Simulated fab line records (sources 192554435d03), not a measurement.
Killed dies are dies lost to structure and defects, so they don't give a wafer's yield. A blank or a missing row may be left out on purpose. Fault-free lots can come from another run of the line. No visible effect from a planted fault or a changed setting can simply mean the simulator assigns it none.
Lot-split experiment + flow n5_finfet + 7 lots, 18 wafers read, on a route of 1938 steps

ON THE SPLIT
At N5_BEOL_M4_SPUTTER_86 (material Cu, target thk 4.5 nm, time 8.29 s), the setting time_s was moved away from the recipe's 8.29 s on 4 of the 18 wafers read, by -10.5% to +11.7%. All remaining wafers had this setting at the recipe value.

The reading is taken at the split's own step.

THE READING
Cu_of_BEOL_M4_SPUTTER_86.thk_nm (the simulator's own value, which no gauge read), in nm, at N5_BEOL_M4_SPUTTER_86 (material Cu, target thk 4.5 nm, time 8.29 s). There is no usual value for it anywhere in the file. Here, 14 wafers ran the recipe; their average is 4.5 nm with a standard deviation of 0.13 nm.

| wafer  | tool, chamber at the split | time_s as run, s | against the recipe | Cu_of_BEOL_M4_SPUTTER_86.thk_nm, nm | against lot-mates on the recipe |
|--------|----------------------------|------------------|--------------------|-------------------------------------|---------------------------------|
| L077.2 | pvd_sputter-01, -          | 8.29             | recipe             | 4.4                                 | -                               |
| L077.3 | pvd_sputter-01, -          | 9.081            | +9.5%              | 4.8                                 | +0.4                            |
| L078.2 | pvd_sputter-03, -          | 7.423            | -10.5%             | 4                                   | -0.6                            |
| L078.3 | pvd_sputter-03, -          | 8.29             | recipe             | 4.6                                 | -                               |
| L078.5 | pvd_sputter-03, -          | 8.29             | recipe             | 4.6                                 | -                               |
| L080.2 | pvd_sputter-01, -          | 8.29             | recipe             | 4.4                                 | -                               |
| L080.4 | pvd_sputter-01, -          | 8.29             | recipe             | 4.4                                 | -                               |
| L080.3 | pvd_sputter-01, -          | 8.29             | recipe             | 4.6                                 | -                               |
| L079.3 | pvd_sputter-02, -          | 8.29             | recipe             | 4.6                                 | -                               |
| L079.4 | pvd_sputter-02, -          | 8.29             | recipe             | 4.6                                 | -                               |
| L079.6 | pvd_sputter-02, -          | 8.29             | recipe             | 4.4                                 | -                               |
| L086.1 | pvd_sputter-03, -          | 8.29             | recipe             | 4.6                                 | -                               |
| L086.2 | pvd_sputter-03, -          | 8.29             | recipe             | 4.6                                 | -                               |
| L086.3 | pvd_sputter-03, -          | 8.29             | recipe             | 4.6                                 | -                               |
| L090.5 | pvd_sputter-02, -          | 8.29             | recipe             | 4.2                                 | -                               |
| L090.6 | pvd_sputter-02, -          | 9.258            | +11.7%             | 5.2                                 | +1.0                            |
| L091.1 | pvd_sputter-01, -          | 7.492            | -9.6%              | 4.2                                 | -0.2                            |
| L091.6 | pvd_sputter-01, -          | 8.29             | recipe             | 4.4                                 | -                               |

THE FIT
A straight line over all 18 wafers: Cu_of_BEOL_M4_SPUTTER_86.thk_nm changes by +0.0446 nm for each +1% of time_s; r = +0.87; the points scatter about the line by 0.13 nm.
The same after taking each lot's own level away (the mean of its wafers on the recipe; 18 wafers): +0.0551 nm for each +1%; r = +0.90; scatter 0.13 nm.
That fit puts the effect of the largest move of time_s on the reading at 0.64 nm.
The span of the lots' own levels, 4.20 to 4.60 nm, comes to 3.2 times the standard deviation stated above.
In other words, the slope is changed by the lot-to-lot level; the two fits disagree.
Check: for one of the wafers moved furthest among these (+11.7%), held out of the fit, the line's prediction against its lot-mates is +0.482 nm. It came out at +1 nm against them.

THE OTHER SPLITS THESE WAFERS WENT THROUGH
Note: prior to the reading, these wafers also went through further splits. Each is held against what the fit with the lots' levels taken away leaves over:
| other split on the same wafers   | wafers away from the commonest value | r with Cu_of_BEOL_M4_SPUTTER_86.thk_nm (lot level and that fit taken away) |
|----------------------------------|--------------------------------------|----------------------------------------------------------------------------|
| N5_BEOL_M0_SAQP_COAT_81 spin_rpm | 6                                    | -0.06                                                                      |
| N5_BEOL_M0_ETCH_138 bias_w       | 5                                    | +0.20                                                                      |
| N5_BEOL_M0_ETCH_109 bias_w       | 3                                    | -0.07                                                                      |
| N5_BEOL_M2_DESCUM_16 time_s      | 7                                    | -0.37                                                                      |
| N5_BEOL_M2_DESCUM_33 time_s      | 7                                    | -0.39                                                                      |

THE FILE'S OWN FIT
Cu_of_BEOL_M4_SPUTTER_86.thk_nm changes by +0.0553 nm for each +1% of time_s, r = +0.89.
